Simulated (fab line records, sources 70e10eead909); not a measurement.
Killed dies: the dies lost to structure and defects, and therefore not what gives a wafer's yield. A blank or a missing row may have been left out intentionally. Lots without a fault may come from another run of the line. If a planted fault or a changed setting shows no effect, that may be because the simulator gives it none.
Check for tools in common / flow nandHarc / Sampled: 14 lots, 42 wafers

## WHY IT WAS OPENED
On 3 of the 14 lots, a flag is raised at NHARC_A_ONON_D2_THK_MEAS_30 on the reading thkNm. Wafers without a fault read 1003 nm, standard deviation 7.2.
Rule: flag the lot when none of its wafers has a number, or when each of its wafers that has one lies beyond 4 standard deviations from that mean. All remaining lots are regarded as sound.

lot=L316; measured=day 12 20:03; on=filmMetro-01; thkNm (nm), wafer by wafer=995 997 997; flag=
lot=L317; measured=day 13 07:05; on=filmMetro-01; thkNm (nm), wafer by wafer=999 998 999; flag=
lot=L320; measured=day 14 10:31; on=filmMetro-01; thkNm (nm), wafer by wafer=1187 1183 1185; flag=FLAGGED
lot=L321; measured=day 14 22:42; on=filmMetro-02; thkNm (nm), wafer by wafer=1181 1181 1181; flag=FLAGGED
lot=L322; measured=day 15 13:52; on=filmMetro-02; thkNm (nm), wafer by wafer=1197 1196 1196; flag=FLAGGED
lot=L326; measured=day 17 09:52; on=filmMetro-01; thkNm (nm), wafer by wafer=1003 1004 1005; flag=
lot=L331; measured=day 19 06:42; on=filmMetro-02; thkNm (nm), wafer by wafer=996 998 998; flag=
lot=L330; measured=day 19 06:43; on=filmMetro-01; thkNm (nm), wafer by wafer=1004 1005 1003; flag=
lot=L332; measured=day 19 20:16; on=filmMetro-02; thkNm (nm), wafer by wafer=991 992 991; flag=
lot=L334; measured=day 20 16:53; on=filmMetro-01; thkNm (nm), wafer by wafer=990 992 989; flag=
lot=L335; measured=day 20 16:55; on=filmMetro-01; thkNm (nm), wafer by wafer=1010 1011 1012; flag=
lot=L336; measured=day 21 12:53; on=filmMetro-02; thkNm (nm), wafer by wafer=1002 1003 1002; flag=
lot=L338; measured=day 22 05:51; on=filmMetro-01; thkNm (nm), wafer by wafer=1009 1010 1008; flag=
lot=L339; measured=day 22 22:30; on=filmMetro-01; thkNm (nm), wafer by wafer=992 991 992; flag=
Average over the flagged lots: 1187 nm; offset from the usual +184 nm, equal to +26 standard deviations.

## EACH LOT AND THE TOOL IT RAN ON
The record keeps 1 process step preceding the reading, out of 1302 steps on the route. Every cell lists first the tool, next ch and the chambers used by the sampled wafers, and last the start.
lot=L316; flag=; NHARC_A_ONON_D2_DEP_28=pecvdOnon-01 ch 0, day 12 19:36
lot=L317; flag=; NHARC_A_ONON_D2_DEP_28=pecvdOnon-01 ch 0, day 13 06:38
lot=L320; flag=FLAGGED; NHARC_A_ONON_D2_DEP_28=pecvdOnon-01 ch 0, day 14 10:04
lot=L321; flag=FLAGGED; NHARC_A_ONON_D2_DEP_28=pecvdOnon-01 ch 0, day 14 22:15
lot=L322; flag=FLAGGED; NHARC_A_ONON_D2_DEP_28=pecvdOnon-01 ch 0, day 15 13:32
lot=L326; flag=; NHARC_A_ONON_D2_DEP_28=pecvdOnon-04 ch 0, day 17 09:22
lot=L331; flag=; NHARC_A_ONON_D2_DEP_28=pecvdOnon-04 ch 0, day 19 06:22
lot=L330; flag=; NHARC_A_ONON_D2_DEP_28=pecvdOnon-01 ch 0, day 19 06:11
lot=L332; flag=; NHARC_A_ONON_D2_DEP_28=pecvdOnon-04 ch 0, day 19 19:46
lot=L334; flag=; NHARC_A_ONON_D2_DEP_28=pecvdOnon-04 ch 0, day 20 16:30
lot=L335; flag=; NHARC_A_ONON_D2_DEP_28=pecvdOnon-01 ch 0, day 20 16:28
lot=L336; flag=; NHARC_A_ONON_D2_DEP_28=pecvdOnon-01 ch 0, day 21 12:34
lot=L338; flag=; NHARC_A_ONON_D2_DEP_28=pecvdOnon-04 ch 0, day 22 05:31
lot=L339; flag=; NHARC_A_ONON_D2_DEP_28=pecvdOnon-01 ch 0, day 22 22:07
What the steps here do:
- NHARC_A_ONON_D2_DEP_28: target thk 1000 nm.
- NHARC_A_ONON_D2_THK_MEAS_30: measures by ellipsometry.

## FLAGGED AGAINST TOTAL, ONE TOOL AT A TIME (gauges that did the reading follow at the end)
step=NHARC_A_ONON_D2_DEP_28; tool=pecvdOnon-01; lots run=9; flagged=3; share of the flagged lots=all; sound lots run after its first flagged lot=4 (L330,L335,L336,L339)
step=NHARC_A_ONON_D2_DEP_28; tool=pecvdOnon-04; lots run=5; flagged=0; share of the flagged lots=none; sound lots run after its first flagged lot=-
step=NHARC_A_ONON_D2_THK_MEAS_30; tool=filmMetro-01; lots run=9; flagged=1; share of the flagged lots=some; sound lots run after its first flagged lot=6 (L326,L330,L334,L335,L338,L339)
step=NHARC_A_ONON_D2_THK_MEAS_30; tool=filmMetro-02; lots run=5; flagged=2; share of the flagged lots=some; sound lots run after its first flagged lot=3 (L331,L332,L336)

## WHAT THE TABLE PERMITS
All flagged lots share 1 row of the table, namely pecvdOnon-01 at NHARC_A_ONON_D2_DEP_28.
- pecvdOnon-01 at NHARC_A_ONON_D2_DEP_28: 3 of its 9 lots flagged. After the first flagged lot (L330, L335, L336, L339), sound lots still ran on it; a lasting fault on the whole tool would not permit that.
Every row of the table either missed a flagged lot or ran a sound lot after the first.

## WHAT WAS PUT IN BY THE SIMULATOR
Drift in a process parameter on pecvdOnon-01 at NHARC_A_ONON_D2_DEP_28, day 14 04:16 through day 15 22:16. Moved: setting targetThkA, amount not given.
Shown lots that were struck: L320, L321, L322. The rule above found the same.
